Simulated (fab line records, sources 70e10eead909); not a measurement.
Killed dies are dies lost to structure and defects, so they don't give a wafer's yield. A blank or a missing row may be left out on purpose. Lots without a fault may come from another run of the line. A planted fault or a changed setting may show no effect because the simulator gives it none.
Which tool did it? | flow nand_harc | 24 lots, 72 wafers sampled, at 6 steps of a route of 1302

WHAT THE GAUGES READ, wafer by wafer
The record holds no reading of a measuring or inspecting step that can be judged against a usual standard deviation.

WHICH TOOL RAN EACH LOT (tool, then ch and the chambers of the sampled wafers, then the start)
lot  | NHARC_A_WL_FILL_RTA_01           | NHARC_A_WL_FILL_ETCHBACK_05       | NHARC_A_WL_FILL_ALD_10           | NHARC_A_CONTACT_DESCUM_47          | NHARC_A_CONTACT_ETCH_112             | NHARC_A_CONTACT_ETCH_116
L074 | rtp_anneal-01 ch 0, day 20 07:41 | rie_metal-01 ch 0,1, day 20 08:56 | ald_hk-01 ch 1,2, day 20 16:43   | rie_diel-04 ch 1,2, day 21 14:51   | har_cap_etch-03 ch 0,1, day 21 16:52 | har_cap_etch-03 ch 0,1, day 21 17:33
L075 | rtp_anneal-02 ch 0, day 20 12:37 | rie_metal-02 ch 0, day 20 13:53   | ald_hk-04 ch 0,1,2, day 20 18:56 | rie_diel-03 ch 1,2,3, day 21 19:32 | har_cap_etch-02 ch 1, day 21 21:34   | har_cap_etch-02 ch 1, day 21 22:15
L076 | rtp_anneal-01 ch 0, day 21 12:33 | rie_metal-02 ch 0,1, day 21 14:07 | ald_hk-04 ch 0,1,2, day 21 21:34 | rie_diel-04 ch 0,2,3, day 22 14:23 | har_cap_etch-01 ch 0,1, day 22 16:29 | har_cap_etch-01 ch 0,1, day 22 17:10
L077 | rtp_anneal-02 ch 0, day 21 12:39 | rie_metal-03 ch 0,1, day 21 13:56 | ald_hk-03 ch 0,1,2, day 21 20:29 | rie_diel-03 ch 0,2,3, day 22 13:43 | har_cap_etch-02 ch 0,1, day 22 16:07 | har_cap_etch-02 ch 0,1, day 22 16:48
L078 | rtp_anneal-01 ch 0, day 22 04:23 | rie_metal-02 ch 0,1, day 22 05:44 | ald_hk-01 ch 0,2,3, day 22 13:18 | rie_diel-05 ch 0,3, day 23 05:59   | har_cap_etch-02 ch 0,1, day 23 08:13 | har_cap_etch-02 ch 0,1, day 23 08:53
L081 | rtp_anneal-02 ch 0, day 22 21:13 | rie_metal-02 ch 0,1, day 22 22:48 | ald_hk-04 ch 0,1,3, day 23 06:13 | rie_diel-04 ch 2,3, day 23 22:22   | har_cap_etch-01 ch 0,1, day 24 01:01 | har_cap_etch-01 ch 0,1, day 24 01:42
L080 | rtp_anneal-01 ch 0, day 22 21:13 | rie_metal-01 ch 0,1, day 22 22:29 | ald_hk-01 ch 2,3, day 23 04:01   | rie_diel-04 ch 0,2,3, day 23 21:58 | har_cap_etch-03 ch 0,1, day 24 00:11 | har_cap_etch-03 ch 0,1, day 24 00:52
L079 | rtp_anneal-01 ch 0, day 23 02:26 | rie_metal-03 ch 0,1, day 23 03:43 | ald_hk-03 ch 0,1,3, day 23 09:13 | rie_diel-04 ch 0,1, day 24 06:07   | har_cap_etch-03 ch 0,1, day 24 08:32 | har_cap_etch-03 ch 0,1, day 24 09:13
L082 | rtp_anneal-02 ch 0, day 23 12:29 | rie_metal-03 ch 0,1, day 23 13:50 | ald_hk-03 ch 1,2, day 23 19:22   | rie_diel-04 ch 1,2,3, day 24 18:53 | har_cap_etch-02 ch 0,1, day 24 20:56 | har_cap_etch-02 ch 0,1, day 24 21:37
L083 | rtp_anneal-02 ch 0, day 24 13:35 | rie_metal-02 ch 0,1, day 24 14:52 | ald_hk-01 ch 0,1, day 24 20:25   | rie_diel-04 ch 0,1,3, day 25 12:48 | har_cap_etch-03 ch 0,1, day 25 15:32 | har_cap_etch-03 ch 0,1, day 25 16:14
L084 | rtp_anneal-02 ch 0, day 24 22:18 | rie_metal-03 ch 0,1, day 24 23:33 | ald_hk-01 ch 0,2,3, day 25 05:23 | rie_diel-05 ch 0,1,2, day 26 00:25 | har_cap_etch-01 ch 0,1, day 26 02:28 | har_cap_etch-01 ch 0,1, day 26 03:10
L085 | rtp_anneal-02 ch 0, day 25 02:34 | rie_metal-03 ch 0,1, day 25 04:05 | ald_hk-01 ch 1,3, day 25 09:52   | rie_diel-03 ch 0,1,2, day 26 04:34 | har_cap_etch-02 ch 0,1, day 26 06:41 | har_cap_etch-02 ch 0,1, day 26 07:22
L086 | rtp_anneal-01 ch 0, day 25 02:35 | rie_metal-02 ch 0,1, day 25 03:50 | ald_hk-03 ch 0,1,3, day 25 09:20 | rie_diel-05 ch 0,1,2, day 26 03:29 | har_cap_etch-03 ch 0,1, day 26 05:31 | har_cap_etch-03 ch 0,1, day 26 06:12
L087 | rtp_anneal-02 ch 0, day 26 08:28 | rie_metal-02 ch 0,1, day 26 09:48 | ald_hk-03 ch 0,3, day 26 16:00   | rie_diel-05 ch 0,3, day 27 08:29   | har_cap_etch-02 ch 0,1, day 27 10:32 | har_cap_etch-02 ch 0,1, day 27 11:17
L088 | rtp_anneal-01 ch 0, day 26 11:27 | rie_metal-01 ch 0,1, day 26 12:43 | ald_hk-01 ch 0,2, day 26 15:13   | rie_diel-04 ch 0,3, day 27 08:20   | har_cap_etch-03 ch 0,1, day 27 10:23 | har_cap_etch-03 ch 0,1, day 27 11:04
L090 | rtp_anneal-02 ch 0, day 26 18:38 | rie_metal-03 ch 0,1, day 26 19:55 | ald_hk-04 ch 0,2,3, day 27 02:56 | rie_diel-04 ch 0,2, day 27 20:25   | har_cap_etch-02 ch 0,1, day 27 22:34 | har_cap_etch-02 ch 0,1, day 27 23:28
L089 | rtp_anneal-02 ch 0, day 26 20:42 | rie_metal-03 ch 0,1, day 26 22:01 | ald_hk-01 ch 0,1,3, day 27 03:58 | rie_diel-05 ch 1,2,3, day 27 19:23 | har_cap_etch-03 ch 0,1, day 27 21:26 | har_cap_etch-03 ch 0,1, day 27 22:08
L091 | rtp_anneal-02 ch 0, day 27 05:40 | rie_metal-02 ch 0, day 27 06:59   | ald_hk-01 ch 0,1,2, day 27 12:23 | rie_diel-04 ch 0,3, day 28 06:19   | har_cap_etch-02 ch 0,1, day 28 08:20 | har_cap_etch-02 ch 0,1, day 28 09:01
L092 | rtp_anneal-02 ch 0, day 28 14:02 | rie_metal-01 ch 0,1, day 28 15:17 | ald_hk-04 ch 0,2,3, day 28 23:43 | rie_diel-03 ch 1,2,3, day 29 15:52 | har_cap_etch-03 ch 0,1, day 29 17:53 | har_cap_etch-03 ch 0,1, day 29 18:34
L093 | rtp_anneal-01 ch 0, day 28 14:10 | rie_metal-02 ch 0,1, day 28 15:26 | ald_hk-03 ch 0,1, day 29 01:08   | rie_diel-04 ch 2,3, day 29 19:28   | har_cap_etch-01 ch 0,1, day 29 21:29 | har_cap_etch-01 ch 0,1, day 29 22:10
L094 | rtp_anneal-02 ch 0, day 29 01:26 | rie_metal-03 ch 0,1, day 29 02:43 | ald_hk-04 ch 1,3, day 29 12:04   | rie_diel-03 ch 1,3, day 30 05:16   | har_cap_etch-01 ch 0,1, day 30 07:20 | har_cap_etch-01 ch 0,1, day 30 08:01
L095 | rtp_anneal-01 ch 0, day 29 01:36 | rie_metal-01 ch 0,1, day 29 02:53 | ald_hk-01 ch 1,2,3, day 29 12:35 | rie_diel-04 ch 1,2,3, day 30 05:02 | har_cap_etch-03 ch 0,1, day 30 07:04 | har_cap_etch-03 ch 0,1, day 30 07:45
L096 | rtp_anneal-02 ch 0, day 29 23:34 | rie_metal-02 ch 0,1, day 30 00:50 | ald_hk-04 ch 0,3, day 30 05:52   | rie_diel-04 ch 1,2,3, day 30 23:52 | har_cap_etch-01 ch 0,1, day 31 02:03 | har_cap_etch-01 ch 0,1, day 31 02:44
L097 | rtp_anneal-01 ch 0, day 29 23:35 | rie_metal-01 ch 0,1, day 30 00:50 | ald_hk-01 ch 0,2,3, day 30 05:52 | rie_diel-04 ch 1,2,3, day 31 00:14 | har_cap_etch-02 ch 0,1, day 31 02:54 | har_cap_etch-02 ch 0,1, day 31 03:35
- NHARC_A_WL_FILL_RTA_01: time 5 s.
- NHARC_A_WL_FILL_ETCHBACK_05: etches the open film in Cl2/BCl3, target depth 22 nm, time 60 s.
- NHARC_A_WL_FILL_ALD_10: deposits SiO2, target thk 50 nm, pulse time 10 s, ald cycles 500.
- NHARC_A_CONTACT_DESCUM_47: chemistry O2, time 3 s.
- NHARC_A_CONTACT_ETCH_112: etches the open film in C4F8/O2/Ar, time 190 s, target depth 1850 nm.
- NHARC_A_CONTACT_ETCH_116: etches the open film in C4F8/O2/Ar, time 190 s, target depth 1850 nm.

WHAT THE TOOLS THEMSELVES READ (means of the sampled wafers that have a number; where no wafer has one, the mark that the record gives instead)
NHARC_A_WL_FILL_RTA_01. Usual: lamp_power_pct 31.8 %, standard deviation 1.3; lamp_zone_1_pct 31.8 %, standard deviation 1.3; lamp_zone_3_pct 31.8 %, standard deviation 1.3; wafer_temp_C_max 1005.0, standard deviation 1.1.
lot  | tool          | lamp_power_pct (%) | lamp_zone_1_pct (%) | lamp_zone_3_pct (%) | wafer_temp_C_max | flag
L074 | rtp_anneal-01 | 30.3               | 30.3                | 30.3                | 1005.8           |
L075 | rtp_anneal-02 | 32.9               | 32.8                | 32.9                | 1003.9           |
L076 | rtp_anneal-01 | 30.3               | 30.4                | 30.3                | 1006.7           |
L077 | rtp_anneal-02 | 32.9               | 32.8                | 32.8                | 1004.1           |
L078 | rtp_anneal-01 | 30.3               | 30.3                | 30.3                | 1005.0           |
L081 | rtp_anneal-02 | 32.9               | 32.9                | 32.9                | 1003.8           |
L080 | rtp_anneal-01 | 30.3               | 30.3                | 30.3                | 1005.2           |
L079 | rtp_anneal-01 | 30.3               | 30.3                | 30.3                | 1005.7           |
L082 | rtp_anneal-02 | 32.9               | 32.9                | 32.9                | 1005.2           |
L083 | rtp_anneal-02 | 32.8               | 32.9                | 32.8                | 1004.3           |
L084 | rtp_anneal-02 | 32.9               | 32.9                | 32.9                | 1003.9           |
L085 | rtp_anneal-02 | 32.9               | 32.9                | 32.9                | 1004.5           |
L086 | rtp_anneal-01 | 30.3               | 30.3                | 30.3                | 1005.8           |
L087 | rtp_anneal-02 | 32.8               | 32.8                | 32.8                | 1003.8           |
L088 | rtp_anneal-01 | 30.3               | 30.3                | 30.3                | 1005.4           |
L090 | rtp_anneal-02 | 32.8               | 32.9                | 32.8                | 1004.5           |
L089 | rtp_anneal-02 | 32.9               | 32.8                | 32.9                | 1004.0           |
L091 | rtp_anneal-02 | 32.9               | 32.9                | 32.8                | 1004.4           |
L092 | rtp_anneal-02 | 32.9               | 32.8                | 32.9                | 1005.3           |
L093 | rtp_anneal-01 | 30.3               | 30.3                | 30.3                | 1006.8           |
L094 | rtp_anneal-02 | 32.9               | 32.9                | 32.8                | 1004.6           |
L095 | rtp_anneal-01 | 30.3               | 30.3                | 30.3                | 1006.0           |
L096 | rtp_anneal-02 | 32.8               | 32.9                | 32.9                | 1004.1           |
L097 | rtp_anneal-01 | 30.3               | 30.3                | 30.3                | 1006.2           |

NHARC_A_WL_FILL_ETCHBACK_05. Usual: drypump_motor_current_A 5.3 A, standard deviation 0.53; oes_product_au 0.999 a.u., standard deviation 0.0075.
lot  | tool         | drypump_motor_current_A (A) | oes_product_au (a.u.) | flag
L074 | rie_metal-01 | 5.6                         | 0.995                 |
L075 | rie_metal-02 | 4.7                         | 1.002                 |
L076 | rie_metal-02 | 4.7                         | 1.010                 |
L077 | rie_metal-03 | 5.9                         | 0.992                 |
L078 | rie_metal-02 | 4.8                         | 0.998                 |
L081 | rie_metal-02 | 4.7                         | 0.999                 |
L080 | rie_metal-01 | 5.3                         | 0.990                 |
L079 | rie_metal-03 | 5.6                         | 0.996                 |
L082 | rie_metal-03 | 5.6                         | 1.011                 |
L083 | rie_metal-02 | 4.7                         | 0.998                 |
L084 | rie_metal-03 | 5.6                         | 0.998                 |
L085 | rie_metal-03 | 5.8                         | 0.989                 |
L086 | rie_metal-02 | 4.8                         | 0.993                 |
L087 | rie_metal-02 | 4.8                         | 1.006                 |
L088 | rie_metal-01 | 5.3                         | 0.999                 |
L090 | rie_metal-03 | 5.9                         | 1.009                 |
L089 | rie_metal-03 | 5.9                         | 1.007                 |
L091 | rie_metal-02 | 4.7                         | 1.002                 |
L092 | rie_metal-01 | 5.3                         | 0.998                 |
L093 | rie_metal-02 | 4.7                         | 1.002                 |
L094 | rie_metal-03 | 5.8                         | 0.995                 |
L095 | rie_metal-01 | 5.3                         | 0.999                 |
L096 | rie_metal-02 | 4.8                         | 0.999                 |
L097 | rie_metal-01 | 5.6                         | 0.998                 |

NHARC_A_WL_FILL_ALD_10. Usual: heater_power_w 457 W, standard deviation 32; precursor_pulse_height_rel 1.001, standard deviation 0.019.
lot  | tool      | heater_power_w (W) | precursor_pulse_height_rel | flag
L074 | ald_hk-01 | 489                | 0.991                      |
L075 | ald_hk-04 | 465                | 0.983                      |
L076 | ald_hk-04 | 457                | 1.005                      |
L077 | ald_hk-03 | 479                | 1.005                      |
L078 | ald_hk-01 | 441                | 0.994                      |
L081 | ald_hk-04 | 455                | 0.991                      |
L080 | ald_hk-01 | 435                | 0.996                      |
L079 | ald_hk-03 | 444                | 1.000                      |
L082 | ald_hk-03 | 480                | 0.991                      |
L083 | ald_hk-01 | 464                | 1.015                      |
L084 | ald_hk-01 | 443                | 0.998                      |
L085 | ald_hk-01 | 456                | 1.000                      |
L086 | ald_hk-03 | 452                | 1.004                      |
L087 | ald_hk-03 | 462                | 0.969                      |
L088 | ald_hk-01 | 451                | 1.010                      |
L090 | ald_hk-04 | 469                | 1.000                      |
L089 | ald_hk-01 | 447                | 1.004                      |
L091 | ald_hk-01 | 457                | 1.008                      |
L092 | ald_hk-04 | 464                | 0.996                      |
L093 | ald_hk-03 | 478                | 0.977                      |
L094 | ald_hk-04 | 437                | 0.984                      |
L095 | ald_hk-01 | 459                | 1.007                      |
L096 | ald_hk-04 | 469                | 1.001                      |
L097 | ald_hk-01 | 445                | 0.990                      |

NHARC_A_CONTACT_DESCUM_47. Usual: drypump_motor_current_A 5.9 A, standard deviation 0.64; oes_product_au 0.997 a.u., standard deviation 0.0089; rf_vpp_V 57.9 V, standard deviation 0.9; showerhead_plenum_p_Torr 1.92 Torr, standard deviation 0.084; throttle_valve_pct 11.310 %, standard deviation 0.0088.
lot  | tool        | drypump_motor_current_A (A) | oes_product_au (a.u.) | rf_vpp_V (V) | showerhead_plenum_p_Torr (Torr) | throttle_valve_pct (%) | flag
L074 | rie_diel-04 | 6.4                         | 0.995                 | 58.4         | 2.01                            | 11.306                 |
L075 | rie_diel-03 | 5.5                         | 0.999                 | 56.8         | 1.97                            | 11.303                 |
L076 | rie_diel-04 | 5.9                         | 0.994                 | 57.5         | 1.87                            | 11.308                 |
L077 | rie_diel-03 | 5.8                         | 1.011                 | 58.1         | 1.98                            | 11.306                 |
L078 | rie_diel-05 | 5.7                         | 1.000                 | 58.3         | 1.93                            | 11.315                 |
L081 | rie_diel-04 | 6.4                         | 1.011                 | 58.7         | 1.89                            | 11.309                 |
L080 | rie_diel-04 | 5.9                         | 0.994                 | 57.9         | 1.87                            | 11.311                 |
L079 | rie_diel-04 | 5.4                         | 0.995                 | 58.5         | 1.91                            | 11.318                 |
L082 | rie_diel-04 | 6.5                         | 0.997                 | 57.6         | 1.94                            | 11.305                 |
L083 | rie_diel-04 | 5.9                         | 0.999                 | 59.0         | 1.92                            | 11.301                 |
L084 | rie_diel-05 | 5.7                         | 0.998                 | 57.7         | 1.85                            | 11.301                 |
L085 | rie_diel-03 | 5.7                         | 1.009                 | 57.8         | 1.93                            | 11.310                 |
L086 | rie_diel-05 | 5.7                         | 0.997                 | 57.0         | 1.85                            | 11.302                 |
L087 | rie_diel-05 | 5.7                         | 0.992                 | 58.9         | 1.92                            | 11.313                 |
L088 | rie_diel-04 | 5.4                         | 0.996                 | 58.2         | 1.84                            | 11.308                 |
L090 | rie_diel-04 | 5.9                         | 1.001                 | 57.9         | 1.87                            | 11.310                 |
L089 | rie_diel-05 | 5.7                         | 0.993                 | 57.3         | 1.87                            | 11.308                 |
L091 | rie_diel-04 | 5.9                         | 1.004                 | 57.0         | 1.85                            | 11.313                 |
L092 | rie_diel-03 | 5.5                         | 1.001                 | 58.1         | 1.95                            | 11.306                 |
L093 | rie_diel-04 | 6.5                         | 1.006                 | 57.3         | 1.87                            | 11.309                 |
L094 | rie_diel-03 | 5.8                         | 1.001                 | 57.9         | 2.00                            | 11.320                 |
L095 | rie_diel-04 | 6.5                         | 1.001                 | 57.1         | 1.94                            | 11.316                 |
L096 | rie_diel-04 | 6.4                         | 0.996                 | 57.7         | 1.94                            | 11.305                 |
L097 | rie_diel-04 | 6.5                         | 0.993                 | 58.0         | 1.94                            | 11.313                 |

THE ANSWER, worked out from the rows above alone
Rule: a lot is off if the mean of its wafers that have a number lies more than 3 standard deviations from the usual mean. A lot without any number at a reading at which 4 lots or more have one is off too. The other lots that the step has rows for count as sound. The gauges are gone through in route order, then the tools' own readings, and for those a lot's mean is taken as printed above. The first step at which some lot is off is used, and at that step the reading that is off furthest; a lot without a number counts as furthest.
No lot is off at any reading shown: from this, nothing can be told.

WHAT THE SIMULATOR HAD PUT IN
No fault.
